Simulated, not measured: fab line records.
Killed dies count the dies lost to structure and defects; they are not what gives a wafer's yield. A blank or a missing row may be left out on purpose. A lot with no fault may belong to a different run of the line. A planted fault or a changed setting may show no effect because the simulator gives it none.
Matching of chambers    flow n5 finfet    N5_BEOL_M4_ALD_84 on ald metal-03 has 4 sister chambers
The step deposits TaN, pulse time 2 s, purge time 3 s, co reactant purge time 2 s. 4 wafers are shown with their chamber, then 10 later ones without.

EACH WAFER AND ITS CHAMBER
wafer   chamber  heater power w (W)
L080.1  1        399
L087.5  0        502
L090.1  3        459
L090.2  2        398

WAFERS WITHOUT THEIR CHAMBER
wafer   heater power w (W)
L090.4  497
L089.3  398
L089.5  450
L089.6  407
L092.1  386
L092.2  468
L092.6  407
L095.1  496
L095.2  391
L095.5  459

WHICH CHAMBER EACH WENT THROUGH
wafer   from the rows above      in truth
L090.4  0                        0
L089.3  can't be placed: 2 or 1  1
L089.5  3                        3
L089.6  can't be placed: 1 or 2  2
L092.1  can't be placed: 2 or 1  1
L092.2  3                        3
L092.6  can't be placed: 1 or 2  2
L095.1  0                        0
L095.2  can't be placed: 2 or 1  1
L095.5  3                        3
Correctly placed: 5 of 10. Unplaceable from these rows: 5, with the true chamber sitting among the candidates in 5. Placed wrongly: 0.
How it was worked out, from the rows above alone: a wafer's distance from a chamber is the root of the sum, over the readings, of the square of ((its reading less the chamber's mean) divided by the reading's scatter). The wafer belongs to the nearest chamber; if the next one is less than 2 further off, it can't be placed. A chamber's mean is the mean of its shown wafers. The scatter (one wafer shown for each chamber): square how far every hidden wafer sits from the nearest shown wafer, average those squares and take the square root.
